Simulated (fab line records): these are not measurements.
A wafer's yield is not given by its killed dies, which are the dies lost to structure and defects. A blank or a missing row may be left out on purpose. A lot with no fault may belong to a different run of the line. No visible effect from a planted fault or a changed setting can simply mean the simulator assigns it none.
fab line records	flow n5-finfet
record lots=7	wafers=18	last-day=18
route steps=1938 shown PMOS_HMC_CHANNEL_EPI@62 PASSIVATION@1936
lots that met no fault: from a run of the same line without faults
start-h: hours from the record's first day to the start of the lot's first wafer shown	wait-h: hours from the lot's prior step to this one	" unchanged from the row above	L1.1+2: a row that stands for several wafers	- no value, or no start given	* or withheld: withheld	< > ~ a bound
route shown NAME@n: a module of which the file shows steps, and the number in the route of the first	usual: mean/standard deviation taken from wafers without a fault	same: alike in all rows	chamber/n: place in a boat	sites: each site's reading	_std_site: standard deviation across them	_edge_site: the outer-site mean with the inner-site mean subtracted	radius-mm: how far each site lies from the wafer's centre	mask NAME#n: copy n	behind: the most recent tool/chamber to have shaped the wafer	hold: what put the lot on hold/how long, in hours/how the hold closed	device: whichever transistor did not switch (one of n, p or np)	end of line: at the end of the route, the tests of the same wafers	a step given without rows: its recipe and nothing more	killed: dies that structure and defects cost at the first sort, which is not the same as the wafer's yield	map: per-die view of a wafer (x killed, . not killed, _ where there is no die)
set.NAME: the run value of the setting; set.NAME@STEP: its run value at that earlier step	model.NAME: the simulator's own value behind a step, which no gauge read
certain route steps with their lots: each step a table, each wafer a row
services: from which hour (start-h, from the record's first day; less than 0 if before it) a tool's chamber was out of use, for how many hours, and why
## steps
# step N5_PMOS_HMC_CHANNEL_EPI_EXPOSE_06
# recipe mask-id=PMOS_HMC_BLK	na=1.35	source-shape=conventional	sigma-outer=0.8	polarization=unpolarized	target-cd-nm=240	dose-mj=41
# step N5_PMOS_HMC_CHANNEL_EPI_PEB_07
# recipe peb-temp-c=110	peb-time-s=60	resist=CAR-ArF-block
# step N5_PMOS_HMC_CHANNEL_EPI_DEVELOP_08
# recipe develop-time-s=30	developer=TMAH	resist=CAR-ArF-block	dev-temp-c=23	rinse-liquid=diw	dry=air-spin
# step N5_PMOS_HMC_CHANNEL_EPI_CD_MEAS_09
# recipe target-cd-nm=237.4	landing-energy-ev=500	detector=se-inlens
# usual cd-nm=237.5/1.2
lot.wafer	tool	chamber	start-h	wait-h	cd-nm
L145.2	cd-sem-01	0	53.00	-	236.8
L145.3	"	0	"	"	238.5
L145.6	"	0	"	"	236.9
L146.2	cd-sem-02	0	59.60	-	238.1
L146.4	"	0	"	"	239.1
L146.5	"	0	"	"	238.0
L150.1	cd-sem-03	0	83.36	-	237.6
L150.6	"	0	"	"	237.2
L154.4	cd-sem-02	0	107.62	-	238.6
L154.6	"	0	"	"	236.1
L155.3	cd-sem-01	0	113.64	-	237.3
L155.4	"	0	"	"	237.4
L158.3	cd-sem-03	0	132.39	-	237.8
L158.4	"	0	"	"	238.9
L158.5	"	0	"	"	237.7
L160.1	cd-sem-02	0	143.46	-	236.5
L160.2	"	0	"	"	239.0
L160.3	"	0	"	"	237.0
# step N5_PMOS_HMC_CHANNEL_EPI_OVL_MEAS_10
# recipe points-per-wafer=44
# usual PMOS_HMC_BLK_OVL=0.0/0.74
lot.wafer	tool	chamber	start-h	wait-h	PMOS_HMC_BLK_OVL[nm]
L145.2	overlay-02	0	53.02	0.0	-0.1
L145.3	"	0	"	"	1.9
L145.6	"	0	"	"	0.7
L146.2	overlay-02	0	59.63	0.0	-0.1
L146.4	"	0	"	"	-0.2
L146.5	"	0	"	"	-1.3
L150.1	overlay-02	0	83.39	0.0	0.9
L150.6	"	0	"	"	1.1
L154.4	overlay-02	0	107.65	0.0	-0.2
L154.6	"	0	"	"	0.7
L155.3	overlay-02	0	113.67	0.0	1.2
L155.4	"	0	"	"	0.9
L158.3	overlay-02	0	132.42	0.0	-0.1
L158.4	"	0	"	"	0.0
L158.5	"	0	"	"	-0.3
L160.1	overlay-01	0	143.49	0.0	0.0
L160.2	"	0	"	"	0.2
L160.3	"	0	"	"	0.8
# step N5_PMOS_HMC_CHANNEL_EPI_INSPECT_11
# recipe mode=adi	inspect-instrument=macro
# usual raw-defect-count=2.2/1.4
lot.wafer	tool	chamber	start-h	wait-h	raw-defect-count
L145.2	defect-inspect-01	-	53.05	0.0	3
L145.3	"	-	"	"	2
L145.6	"	-	"	"	3
L146.2	defect-inspect-01	-	59.66	0.0	3
L146.4	"	-	"	"	1
L146.5	"	-	"	"	2
L150.1	defect-inspect-01	-	83.41	0.0	2
L150.6	"	-	"	"	1
L154.4	defect-inspect-01	-	107.68	0.0	4
L154.6	"	-	"	"	2
L155.3	defect-inspect-02	-	113.69	0.0	1
L155.4	"	-	"	"	2
L158.3	defect-inspect-01	-	132.45	0.0	3
L158.4	"	-	"	"	2
L158.5	"	-	"	"	4
L160.1	defect-inspect-01	-	143.52	0.0	1
L160.2	"	-	"	"	2
L160.3	"	-	"	"	2
# step N5_PMOS_HMC_CHANNEL_EPI_DESCUM_14
# recipe chemistry=O2	time-s=7.9	source-power-w=50	bias-power-w=20	pressure-mtorr=20	rf-frequency-hz=2.712e+07	temp-c=40	resist=CAR-ArF-block	o2-flow-sccm=225
# usual drypump-motor-current-A=5.65/0.29	oes-product-au=0.73/0.054	rf-fwd-power-W=49.41/0.24	rf-vpp-V=243.1/1.3	showerhead-plenum-p-Torr=2.09/0.068	throttle-valve-pct=20.45/0.23
lot.wafer	tool	chamber	start-h	wait-h	drypump-motor-current-A	oes-product-au	rf-fwd-power-W	rf-hours-counter-h	rf-vpp-V	showerhead-plenum-p-Torr	throttle-valve-pct
L145.2	rie-diel-05	0	53.08	0.0	5.33	0.77	49.52	133	242.7	2.08	20.13
L145.3	"	2	"	"	5.89	0.76	49.55	121	244.2	2.09	20.11
L145.6	"	1	"	"	5.09	0.96	49.62	-	243.8	2.15	20.19
L146.2	rie-diel-02	3	59.70	0.0	5.49	0.68	49.55	222	243.0	2.05	20.69
L146.4	"	1	"	"	5.85	0.70	49.77	198	243.9	2.18	20.46
L146.5	"	1	"	"	5.84	0.70	49.66	-	243.3	2.18	20.45
L150.1	rie-diel-05	1	83.45	0.0	5.08	0.92	49.56	9	244.4	2.15	20.20
L150.6	"	3	"	"	6.32	0.68	49.45	-	242.6	1.97	20.78
L154.4	rie-diel-04	0	107.71	0.0	5.68	0.74	49.21	163	243.1	2.09	20.81
L154.6	"	3	"	"	5.51	0.72	49.05	-	240.2	1.99	20.73
L155.3	rie-diel-02	0	113.72	0.0	5.30	0.73	49.53	166	241.5	2.00	20.47
L155.4	"	1	"	"	5.85	0.69	49.84	212	244.0	2.17	20.49
L158.3	rie-diel-02	3	132.61	0.2	5.48	0.66	49.51	242	242.5	2.05	20.70
L158.4	"	0	"	"	5.28	0.73	49.48	172	242.5	2.00	20.47
L158.5	"	2	"	"	5.71	0.68	49.30	-	243.8	2.14	20.41
L160.1	rie-diel-04	0	143.55	0.0	5.68	0.72	49.45	173	243.1	2.08	20.83
L160.2	"	2	"	"	5.77	0.68	49.39	234	242.1	2.05	20.26
L160.3	"	1	"	"	5.93	0.75	49.62	158	244.9	2.16	20.20
# step N5_PMOS_HMC_CHANNEL_EPI_ETCH_32
# recipe chemistry=N2/H2	target=BARC	stop-on=SiO2	target-depth-a=858	over-etch-frac=0.3	time-s=50.3	ion-energy-ev=200	mask-material=CAR-ArF-block	pressure-mtorr=30	source-w=840	bias-w=150	n2-flow-sccm=200	h2-flow-sccm=200
# step N5_PMOS_HMC_CHANNEL_EPI_HM_OPEN_15
# recipe chemistry=CHF3/O2	target=SiO2	mask-material=CAR-ArF-block	target-depth-a=406	CHF3_flow_sccm=50	O2_flow_sccm=5	Ar_flow_sccm=200	time-s=20.3	pressure-mtorr=30	source-w=650	bias-w=170	ion-energy-ev=200
# usual O2_flow_sccm=4.999/0.014	drypump-motor-current-A=5.66/0.29	oes-product-au=0.72/0.053	rf-fwd-power-W=645.1/2.5	rf-vpp-V=527/4.6	showerhead-plenum-p-Torr=2.41/0.08	throttle-valve-pct=18.96/0.2
lot.wafer	tool	chamber	start-h	wait-h	O2_flow_sccm	drypump-motor-current-A	oes-product-au	rf-fwd-power-W	rf-hours-counter-h	rf-vpp-V	showerhead-plenum-p-Torr	throttle-valve-pct
L145.2	rie-diel-05	0	53.16	0.0	5.011	5.33	0.77	648.1	133	533	2.42	18.79
L145.3	"	2	"	"	4.989	5.88	0.76	643.7	121	515	2.42	18.65
L145.6	"	1	"	"	5.008	5.09	0.96	644.1	-	525	2.46	18.61
L146.2	rie-diel-02	3	59.78	0.0	4.992	5.50	0.68	643.9	222	527	2.38	19.22
L146.4	"	1	"	"	4.994	5.85	0.69	648.9	198	524	2.49	18.88
L146.5	"	1	"	"	4.992	5.86	0.69	650.1	-	525	2.50	18.88
L150.1	rie-diel-05	1	83.52	0.0	4.997	5.08	0.92	645.1	9	524	2.46	18.63
L150.6	"	3	"	"	4.970	6.29	0.67	644.5	-	529	2.28	19.28
L154.4	rie-diel-04	0	107.79	0.0	5.007	5.69	0.73	646.1	163	534	2.41	19.26
L154.6	"	3	"	"	4.995	5.52	0.73	640.0	-	531	2.29	19.16
L155.3	rie-diel-02	0	113.80	0.0	5.010	5.28	0.74	645.9	166	528	2.29	18.84
L155.4	"	1	"	"	4.989	5.84	0.68	648.5	212	524	2.49	18.90
L158.3	rie-diel-02	3	132.69	0.0	5.014	5.47	0.67	644.3	242	526	2.37	19.25
L158.4	"	0	"	"	5.009	5.29	0.73	647.8	172	527	2.29	18.87
L158.5	"	2	"	"	5.022	5.66	0.69	644.6	-	530	2.48	18.97
L160.1	rie-diel-04	0	143.63	0.0	4.984	5.68	0.72	646.0	173	533	2.40	19.28
L160.2	"	2	"	"	4.975	5.77	0.68	643.2	234	520	2.39	18.94
L160.3	"	1	"	"	5.006	5.93	0.74	646.0	158	531	2.51	18.81
# step N5_PMOS_HMC_CHANNEL_EPI_STRIP_33
# recipe chemistry=N2/H2	power-w=500	temp-c=40	pressure-mtorr=50	rf-frequency-hz=6e+07	overash-fraction=0.3	bias-power-w=8	h2-frac=0.5	n2-flow-sccm=300	h2-flow-sccm=300
# usual drypump-motor-current-A=5.66/0.29	oes-product-au=0.73/0.052	rf-vpp-V=54.2/1.5	showerhead-plenum-p-Torr=3.36/0.11	throttle-valve-pct=18.97/0.29
# same overash-fraction=0.3
lot.wafer	tool	chamber	start-h	wait-h	drypump-motor-current-A	oes-product-au	rf-hours-counter-h	rf-vpp-V	showerhead-plenum-p-Torr	throttle-valve-pct
L145.2	rie-diel-05	0	53.21	0.0	5.32	0.76	133	53.8	3.35	18.53
L145.3	"	2	"	"	5.84	0.76	121	54.5	3.36	18.40
L145.6	"	1	"	"	5.09	0.95	-	52.0	3.44	18.70
L146.2	rie-diel-02	3	59.83	0.0	5.49	0.68	222	53.8	3.31	19.23
L146.4	"	1	"	"	5.85	0.72	198	52.9	3.49	18.81
L146.5	"	1	"	"	5.80	0.71	-	55.3	3.49	18.80
L150.1	rie-diel-05	1	83.58	0.0	5.13	0.92	9	55.0	3.43	18.70
L150.6	"	3	"	"	6.30	0.67	-	55.6	3.20	19.39
L154.4	rie-diel-04	0	107.84	0.0	5.71	0.76	163	53.4	3.33	18.86
L154.6	"	3	"	"	5.51	0.73	-	54.7	3.20	19.18
L155.3	rie-diel-02	0	113.85	0.0	5.30	0.74	166	51.9	3.23	18.84
L155.4	"	1	"	"	5.84	0.70	212	55.2	3.48	18.78
L158.3	rie-diel-02	3	132.74	0.0	5.49	0.66	242	54.3	3.30	19.22
L158.4	"	0	"	"	5.30	0.73	172	54.4	3.23	18.78
L158.5	"	2	"	"	5.71	0.68	-	55.0	3.47	19.41
L160.1	rie-diel-04	0	143.68	0.0	5.70	0.73	173	55.6	3.33	18.90
L160.2	"	2	"	"	5.76	0.69	234	53.9	3.33	19.12
L160.3	"	1	"	"	5.95	0.75	158	56.9	3.51	18.97
# step N5_PMOS_HMC_CHANNEL_EPI_STRIP_17
# recipe chemistry=SPM	time-s=750	temp-c=130	h2so4-h2o2-vol-ratio=4	dry=ipa-marangoni
# step N5_PMOS_HMC_CHANNEL_EPI_ETCH_38
# recipe chemistry=CF4	target=SiO2	target-depth-a=15	ion-energy-ev=350	pressure-mtorr=10	icp-w=800	bias-w=400	cf4-flow-sccm=80
# usual drypump-motor-current-A=5.7/0.46	oes-product-au=1.004/0.021	rf-fwd-power-W=786/4.3	throttle-valve-pct=21.76/0.22
lot.wafer	tool	chamber	start-h	wait-h	drypump-motor-current-A	oes-product-au	rf-fwd-power-W	rf-hours-counter-h	throttle-valve-pct
L145.2	rie-si-02	3	53.52	0.0	6.4	1.001	788	158	21.83
L145.3	"	2	"	"	6.4	1.006	786	10	21.86
L145.6	"	1	"	"	5.4	1.020	787	-	21.54
L146.2	rie-si-06	0	60.15	0.0	5.5	1.005	793	51	21.21
L146.4	"	2	"	"	5.0	0.979	780	115	21.78
L146.5	"	1	"	"	5.7	0.964	791	-	21.98
L150.1	rie-si-06	0	83.90	0.0	5.4	0.999	790	51	21.20
L150.6	"	3	"	"	5.4	0.981	786	-	21.95
L154.4	rie-si-06	2	108.14	0.0	5.0	0.976	782	115	21.78
L154.6	"	1	"	"	5.7	0.966	791	-	21.98
L155.3	rie-si-06	1	114.16	0.0	5.7	0.961	795	4	21.98
L155.4	"	2	"	"	5.0	0.976	781	115	21.78
L158.3	rie-si-02	3	133.05	0.0	6.4	1.014	792	159	21.80
L158.4	"	2	"	"	6.4	0.999	787	11	21.89
L158.5	"	3	"	"	6.4	1.008	786	-	21.81
L160.1	rie-si-02	3	143.99	0.0	6.4	0.999	785	159	21.82
L160.2	"	0	"	"	5.3	1.032	784	34	21.96
L160.3	"	1	"	"	5.3	1.030	792	51	21.55
# step N5_PMOS_HMC_CHANNEL_EPI_FIN_RECESS_16
# recipe chemistry=HBr/Cl2	target=Si	mask-material=SiO2	target-depth-a=540	time-s=18	pressure-mtorr=10	icp-w=800	bias-w=75	HBr_flow_sccm=150	Cl2_flow_sccm=80
# usual drypump-motor-current-A=5.7/0.47	oes-product-au=1.004/0.018	rf-fwd-power-W=795.9/2.6	throttle-valve-pct=35.41/0.3
lot.wafer	tool	chamber	start-h	wait-h	drypump-motor-current-A	oes-product-au	rf-fwd-power-W	rf-hours-counter-h	throttle-valve-pct	model.etch.depth-nm	model.PMOS_HMC_CHANNEL_EPI.feature-depth-nm
L145.2	rie-si-02	3	53.54	0.0	6.4	1.019	793.6	158	35.59	54.04	54.04
L145.3	"	2	"	"	6.3	1.014	795.4	10	35.55	54.86	54.86
L145.6	"	1	"	"	5.3	1.029	797.3	-	35.28	55.01	55.01
L146.2	rie-si-06	0	60.17	0.0	5.5	1.013	796.0	51	34.65	54.66	54.66
L146.4	"	2	"	"	5.0	0.991	793.3	115	35.48	53.78	53.78
L146.5	"	1	"	"	5.7	0.981	798.1	-	35.92	54.2	54.2
L150.1	rie-si-06	0	83.92	0.0	5.5	1.007	-	51	34.65	51.71	51.71
L150.6	"	3	"	"	5.4	0.993	797.1	-	35.39	54.04	54.04
L154.4	rie-si-06	2	108.16	0.0	5.0	0.999	-	115	35.46	51.67	51.67
L154.6	"	1	"	"	5.7	0.976	797.6	-	35.95	53.67	53.67
L155.3	rie-si-06	1	114.18	0.0	5.7	0.969	793.0	4	35.99	53.26	53.26
L155.4	"	2	"	"	5.0	0.996	-	115	35.49	50.83	50.83
L158.3	rie-si-02	3	133.07	0.0	6.4	1.015	796.2	159	35.61	53.19	53.19
L158.4	"	2	"	"	6.4	1.004	792.3	11	35.57	53.78	53.78
L158.5	"	3	"	"	6.4	1.021	794.3	-	35.61	53.6	53.6
L160.1	rie-si-02	3	144.01	0.0	6.4	1.008	797.3	159	35.61	53.34	53.34
L160.2	"	0	"	"	5.3	1.015	796.6	34	35.30	55.12	55.12
L160.3	"	1	"	"	5.3	1.031	795.2	51	35.27	54.76	54.76
# step N5_PMOS_HMC_CHANNEL_EPI_PRECLEAN_36
# recipe chemistry=O3/DIW	time-s=45	temp-c=22	o3-ppm=10
# step N5_PMOS_HMC_CHANNEL_EPI_PRECLEAN_18
# recipe chemistry=DHF	time-s=30	temp-c=25	dilution=withheld
# step N5_PMOS_HMC_CHANNEL_EPI_SRD_19
# recipe dry=ipa-marangoni	do-ppb=5	time-s=30	temp-c=23	rinse-liquid=diw
# step N5_PMOS_HMC_CHANNEL_EPI_EPI_20
# recipe material=SiGe30	mask-material=SiO2	pressure-torr=20	target-thk-a=590	temp-c=600
# step N5_PMOS_HMC_CHANNEL_EPI_HM_STRIP_35
# recipe chemistry=dHF	temp-c=25	material=SiO2	target=SiO2	target-depth-a=396	time-s=216
# step N5_PMOS_HMC_CHANNEL_EPI_SRD_39
# recipe dry=ipa-marangoni	time-s=30	temp-c=23	rinse-liquid=diw
# step N5_PMOS_HMC_CHANNEL_EPI_CMP_21
# recipe material=SiGe30	post-cmp-clean=alkaline-brush	target-thk-nm=54
# usual motor-current-A=12.1/1.5	retaining-ring-pressure-frac=1.000/0.0054
lot.wafer	tool	chamber	start-h	wait-h	motor-current-A	retaining-ring-pressure-frac
L145.2	cmp-03	0	56.01	0.1	13.9	0.999
L145.3	"	2	"	"	12.4	1.001
L145.6	"	3	"	"	10.7	0.996
L146.2	cmp-04	1	61.68	0.0	11.7	0.997
L146.4	"	2	"	"	10.2	1.004
L146.5	"	2	"	"	10.6	1.001
L150.1	cmp-01	3	85.47	0.1	10.9	0.999
L150.6	"	3	"	"	10.3	1.001
L154.4	cmp-03	1	110.16	0.1	13.8	0.999
L154.6	"	0	"	"	13.9	0.999
L155.3	cmp-04	1	116.74	0.1	12.2	0.993
L155.4	"	2	"	"	10.3	1.000
L158.3	cmp-04	2	134.61	0.1	10.9	0.993
L158.4	"	0	"	"	9.7	1.002
L158.5	"	2	"	"	11.0	0.988
L160.1	cmp-04	2	145.91	0.0	10.5	0.995
L160.2	"	0	"	"	10.2	0.992
L160.3	"	1	"	"	11.7	1.003
# step N5_PMOS_HMC_CHANNEL_EPI_THK_MEAS_22
# recipe reads=SiGe30_of_PMOS_HMC_CHANNEL_EPI_EPI_20
# usual HMC_CMP_THK=54.3/0.73
lot.wafer	tool	chamber	start-h	wait-h	HMC_CMP_THK[nm]
L145.2	film-metro-01	-	56.27	-	54.1
L145.3	"	-	"	"	54.9
L145.6	"	-	"	"	55.0
L146.2	film-metro-02	-	61.97	-	54.5
L146.4	"	-	"	"	53.8
L146.5	"	-	"	"	54.3
L150.1	film-metro-01	-	85.72	-	51.7
L150.6	"	-	"	"	54.1
L154.4	film-metro-02	-	110.38	-	51.5
L154.6	"	-	"	"	53.7
L155.3	film-metro-02	-	117.00	-	53.0
L155.4	"	-	"	"	50.9
L158.3	film-metro-01	-	134.87	-	53.2
L158.4	"	-	"	"	53.8
L158.5	"	-	"	"	53.6
L160.1	film-metro-02	-	146.21	-	53.4
L160.2	"	-	"	"	55.1
L160.3	"	-	"	"	54.6
# step N5_PMOS_HMC_CHANNEL_EPI_PRECLEAN_40
# recipe chemistry=DHF	time-s=30	temp-c=25	dilution=withheld
# step N5_PASSIVATION_PROBE_49
# usual killed_at_M0_to_M3=35/11	killed_at_M4_up=14/5.4	killed-at-contacts=13/6	killed-at-front-end=38/11	killed-at-other=3.4/2.6	killed-dies=104/19	killed-open=68/13	killed-short=34/8.5
# same gross-dies=1180	killed-at-back-side=0
lot.wafer	tool	chamber	start-h	wait-h	killed_at_M0_to_M3	killed_at_M4_up	killed-at-contacts	killed-at-front-end	killed-at-other	killed-dies	killed-open	killed-short
L155.3	prober-01	-	396.53	0.1	30	12	12	42	2	98	59	38
L158.3	prober-01	-	414.99	0.1	43	17	13	53	1	127	81	46
L158.4	prober-01	-	415.04	0.2	46	32	6	56	2	142	96	46
L158.5	prober-01	-	415.09	0.2	57	24	9	68	8	166	92	68
# killed by level:class
L155.3 FIN_SAQP:geometric-particle:short=11 MOL_CONTACT_COAG:geometric-particle:open=11 STI_FIN_REVEAL:geometric-particle:open=9 BEOL_M0_SAQP:geometric-particle:short=9 FIN_SAQP:geometric-particle:open=8 BEOL_M0_SAQP:geometric-particle:open=8 GATE_CUT:geometric-particle:short=5 BEOL_M4:geometric-particle:open=5
L158.3 BEOL_M0_SAQP:geometric-particle:open=19 STI_FIN_REVEAL:geometric-particle:open=14 FIN_SAQP:geometric-particle:short=12 BEOL_M0_SAQP:geometric-particle:short=12 MOL_CONTACT_COAG:geometric-particle:open=10 BEOL_M4:geometric-particle:open=8 FIN_SAQP:geometric-particle:open=7 DUMMY_GATE:geometric-particle:open=5
L158.4 BEOL_M4:geometric-particle:open=17 BEOL_M0_SAQP:geometric-particle:short=17 FIN_SAQP:geometric-particle:open=14 FIN_SAQP:geometric-particle:short=14 STI_FIN_REVEAL:geometric-particle:open=9 BEOL_M0_SAQP:geometric-particle:open=9 BEOL_M2:geometric-particle:open=8 STARTING-WAFER:geometric-particle:open=5
L158.5 BEOL_M0_SAQP:geometric-particle:short=23 FIN_SAQP:geometric-particle:open=16 FIN_SAQP:geometric-particle:short=14 BEOL_M0_SAQP:geometric-particle:open=13 BEOL_M4:geometric-particle:open=11 STI_FIN_REVEAL:geometric-particle:open=10 BEOL_M0:geometric-particle:open=9 MOL_CONTACT_COAG:geometric-particle:open=7
## services
tool	chamber	start-h	hours	kind
rie-diel-05	1	36.36	-	clean
rie-diel-05	1	36.36	-	consumable-replace:focus-ring
rie-diel-05	1	36.36	11.8	scheduled-down
rie-diel-05	1	36.36	11.8	vent-cycle
rie-si-02	0	45.54	1.7	repair
cmp-03	-	84.56	3.3	repair
cmp-01	-	91.85	1.7	repair
cmp-03	-	112.80	4.6	pm
rie-diel-05	2	115.35	6.4	repair
rie-si-06	-	116.06	28.1	pm
cmp-04	-	116.23	0.2	repair
cmp-04	-	121.85	0.5	repair
rie-diel-04	3	129.24	4.7	repair
rie-diel-05	3	129.79	4.6	repair
## key
first-sign step=N5_PMOS_HMC_CHANNEL_EPI_THK_MEAS_22	reading=HMC_CMP_THK	direction=down	sigmas=4	usual=54.3	struck=51.4
effect none on later readings
model-effect step=N5_PMOS_HMC_CHANNEL_EPI_FIN_RECESS_16	value=etch.depth-nm	without=54.14	struck=51.4
met-at N5_PMOS_HMC_CHANNEL_EPI_FIN_RECESS_16
struck-wafers L150.1,L154.4,L155.4
tester-left-out L150,L154,L155
onset-between 60.17 83.92
fault kind=process-parameter-drift	tool=rie-si-06	chamber=-	onset-h=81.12	steps=N5_PMOS_HMC_CHANNEL_EPI_FIN_RECESS_16	channel=time-s	offset=*	shape=step	end-h=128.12	scope=struck-wafers-only	acts-in=*	stated=*
# tester-left-out: of these lots the tester's yield and bins aren't shown, on N5 and GAA mostly nor the transistor test; their killed dies are dies lost to structure and defects alone, not to doping, threshold or leakage, so they don't give the yield
